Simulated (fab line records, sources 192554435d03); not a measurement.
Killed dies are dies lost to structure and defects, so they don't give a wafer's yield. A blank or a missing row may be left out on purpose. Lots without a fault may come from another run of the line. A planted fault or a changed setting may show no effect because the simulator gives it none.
One fault seen from 3 desks | flow n5_finfet | each desk has only its own numbers; what lay behind them comes last

THE METROLOGY DESK
What the gauges read, lot by lot, whatever tool the lot ran on: means of the sampled wafers that have a number. A lot is out of limits, marked OUT, if its mean lies more than 4 standard deviations from the usual mean; the brackets give that distance. Of its 11 readings 7 are shown: the one that was out of limits first, and those that lie furthest out on some lot.
Columns: A = cd_nm at N5_SD_EPI_N_CD_MEAS_09, usual 120.2 nm; B = DIBL_N at N5_BEOL_M4_RC_MEAS_101, usual 36.5 mV/V; C = IOFF_P at N5_BEOL_M4_RC_MEAS_101, usual 0.22 nA/um; D = ION_N at N5_BEOL_M4_RC_MEAS_101, usual 677 uA/um; E = ION_P at N5_BEOL_M4_RC_MEAS_101, usual 463 uA/um; F = SS_P at N5_BEOL_M4_RC_MEAS_101, usual 73.3 mV/dec; G = VT_P at N5_BEOL_M4_RC_MEAS_101, usual -250 mV
lot  | first seen here | A               | B    | C    | D   | E   | F    | G
L318 | day 3 05:52     | 119.4           | 36.3 | 0.19 | 678 | 457 | 73.2 | -254
L319 | day 3 12:48     | 120.0           | 35.6 | 0.19 | 679 | 459 | 73.5 | -253
L321 | day 4 00:42     | 109.9 (-16) OUT | 37.4 | 0.22 | 679 | 467 | 73.7 | -249
L324 | day 4 17:46     | 110.0 (-16) OUT | 35.4 | 0.19 | 673 | 460 | 72.7 | -250
L333 | day 7 03:50     | 121.1           | 36.7 | 0.20 | 673 | 460 | 72.8 | -250
L335 | day 7 15:11     | 121.0           | 37.4 | 0.22 | 673 | 463 | 73.3 | -250
L336 | day 7 17:17     | 120.3           | 36.7 | 0.29 | 691 | 478 | 73.7 | -242
L338 | day 8 07:06     | 120.5           | 34.7 | 0.20 | 656 | 460 | 72.7 | -250
L339 | day 8 14:23     | 121.2           | 37.0 | 0.25 | 681 | 471 | 73.2 | -246
This desk's finding: out of limits on L321, L324; first on L321, day 4 00:42 (cd_nm at N5_SD_EPI_N_CD_MEAS_09). In limits: L318, L319, L333, L335, L336, L338, L339.

THE DEFECT DESK
What the inspections along the route counted, lot by lot: means of the sampled wafers that have a number. A lot is out of limits, marked OUT, if its mean lies more than 4 standard deviations from the usual mean; the brackets give that distance.
Columns: A = raw_defect_count at N5_DUMMY_GATE_INSPECT_27, usual 317
lot  | first seen here | A
L318 | day 3 04:49     | 310
L319 | day 3 11:55     | 238
L321 | day 3 23:42     | 297
L324 | day 4 16:53     | 318
L333 | day 7 02:49     | 270
L335 | day 7 11:55     | 359
L336 | day 7 16:17     | 344
L338 | day 8 06:14     | 356
L339 | day 8 13:18     | 348
This desk's finding: nothing out of limits on any of the 9 lots.

THE TOOL OWNER'S DESK: litho_track-02
The tool's own readings at N5_SD_EPI_N_PEB_07 (peb time 60 s): means of the sampled wafers that have a number, for each lot that ran on this tool. A lot is out of limits, marked OUT, if its mean lies more than 4 standard deviations from the usual mean; the brackets give that distance.
Columns: A = heater_power_total_W at N5_SD_EPI_N_PEB_07, usual 175.3 W; B = plate_temp_C at N5_SD_EPI_N_PEB_07, usual 110.02 C
lot  | first seen here | A                | B
L318 | day 3 05:48     | 174.5            | 109.94
L319 | day 3 12:44     | 176.4            | 109.93
L321 | day 4 00:38     | 167.7 (-4.8) OUT | 106.36 (-23) OUT
L324 | day 4 17:41     | 166.4 (-5.6) OUT | 106.56 (-22) OUT
L336 | day 7 17:14     | 175.2            | 109.92
This desk's finding: out of limits on L321, L324; first on L321, day 4 00:38 (heater_power_total_W at N5_SD_EPI_N_PEB_07). In limits: L318, L319, L336.

PUT TOGETHER
The tool owner's desk could have raised an alarm at day 4 00:38, on L321, L324.
The metrology desk could have raised an alarm at day 4 00:42, on L321, L324.
The defect desk saw nothing out of limits.
The defect desk has L321, L324 on record, within its limits.
Of the lots named, all ran N5_SD_EPI_N_PEB_07 on litho_track-02.

WHAT THE SIMULATOR HAD PUT IN
Process parameter drift: litho_track-02, from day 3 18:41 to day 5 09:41, at N5_SD_EPI_N_PEB_07. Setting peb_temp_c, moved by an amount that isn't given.
Lots struck among those shown: L321, L324.
Hours from the fault's start to each desk's first reading out of limits: the tool owner's desk, 6; the metrology desk, 6.
